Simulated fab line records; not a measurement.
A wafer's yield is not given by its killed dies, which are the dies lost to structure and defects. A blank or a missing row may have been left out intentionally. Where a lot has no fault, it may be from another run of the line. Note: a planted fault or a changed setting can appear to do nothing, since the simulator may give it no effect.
A lot that was struck, set against a sound lot	flow n5Finfet	16 out of 1938 route steps
Sound: wafers L318.2, L318.5, L318.6. Wafers struck: L326.4, L326.5, L326.6. The cause is given at the end.
Each step with rows lists, per side, the tool, then ch with its chambers, then its first start. Under that, the readings that differ: sound wafers	struck wafers	difference of the means	sigmas: that difference in standard deviations of wafers without a fault.
alike: readings with means less than 2 such deviations apart, plus words and numbers identical on both sides. not compared: withheld readings, readings lacking a value on some wafer, bounds such as >300 that could conceal the same value, and numbers that have no deviation in the record and whose values overlap.
Wherever a step has rows on one side only, a row that says differs or no value, or a row with sigmas, the two part there. Non-overlapping numbers with no deviation appear without sigmas and do not part them. Lack of a reading on every wafer of one side parts them only where that side has two or more wafers.

N5_BEOL_M3_STRIP_97: strips in N2/H2, time 10 s.
  sound: rieDiel-04 ch 1,2,3; struck: rieDiel-04 ch 0,2,3
  alike: drypumpMotorCurrentA, n2FlowSccm, oesProductAu, rfVppV, showerheadPlenumPTorr, throttleValvePct
  not compared: rfHoursCounterH
N5_BEOL_M3_OCD_MEAS_38:
  sound: ocd-02 at day 9 21:46; struck: ocd-02 at day 12 02:57
  alike: trenchDepthNm
then, 4 steps without rows for these wafers: N5_BEOL_M3_HM_STRIP_39 (strips TiN in peroxide tin strip, target depth 25 nm, time 158 s); N5_BEOL_M3_SRD_40 (time 30 s); N5_BEOL_M3_PRECLEAN_42 (cleans in residue remover, time 60 s); N5_BEOL_M3_SRD_43 (time 30 s).
N5_BEOL_M3_CD_MEAS_35: target cd 18 nm, target cd y 21 nm.
  sound: cdSem-03 at day 9 21:56; struck: cdSem-03 at day 12 03:07
  alike: cdNm
N5_BEOL_M3_DEGAS_44: time 60 s.
  sound: pvdSputter-01 at day 9 22:09; struck: pvdSputter-01 at day 12 03:59
  alike: heaterPowerW
N5_BEOL_M3_PRE_CLEAN_45: time 30 s.
  sound: pvdSputter-01 at day 9 22:11; struck: pvdSputter-01 at day 12 04:01
  alike: heaterPowerW
N5_BEOL_M3_ALD_84: deposits TaN, pulse time 2 s, purge time 3 s, co reactant purge time 2 s.
  sound on aldMetal-03 ch 1,2, day 9 22:15; struck on aldMetal-03 ch 0,3, day 12 04:13
  alike: heaterPowerW, mfcCarrierSccm
then, 2 steps without rows for these wafers: N5_BEOL_M3_SURFACE_TREAT_85; N5_BEOL_M3_CVD_47 (deposits Co from CCTBA/H2, target thk 3 nm, time 223.8 s).
N5_BEOL_M3_SPUTTER_48: material Cu, target thk 4.5 nm, time 8.29 s.
  sound: pvdSputter-01 at day 10 00:22; struck: pvdSputter-02 at day 12 05:07
  no value came back on the struck wafers for chamberPressurePa (Pa), chuckGasFlowSccm (sccm), throttleValvePct (%); on the sound wafers chamberPressurePa (Pa) reads 0.06996 0.06977 0.07005
N5_BEOL_M3_ANNEAL_49: time 240 s.
  sound: pvdSputter-01 at day 10 00:27; struck: pvdSputter-02 at day 12 05:11
  alike: heaterPowerW
N5_BEOL_M4_RC_MEAS_101:
  sound on prober-01 ch 0, day 11 01:07; struck on prober-01 ch 0, day 12 21:39
  alike: DIBL_N, DIBL_P, IOFF_N, IOFF_P, ION_N, ION_P, SS_N, SS_P, VT_N, VT_P
-- record jumps: 4 days separate the struck wafers' starts on either side; left off in module BEOL_M4, taken up again in module PASSIVATION, whose first shown step is the route's number 1936 --
N5_PASSIVATION_PROBE_49:
  the record has rows for the struck wafers here (prober-02, day 17 04:32) and none for the sound ones

WHERE THEY PART
Last at N5_PASSIVATION_PROBE_49 as far as this record goes, first at N5_BEOL_M3_SPUTTER_48.

WHY: whatever the simulator had introduced
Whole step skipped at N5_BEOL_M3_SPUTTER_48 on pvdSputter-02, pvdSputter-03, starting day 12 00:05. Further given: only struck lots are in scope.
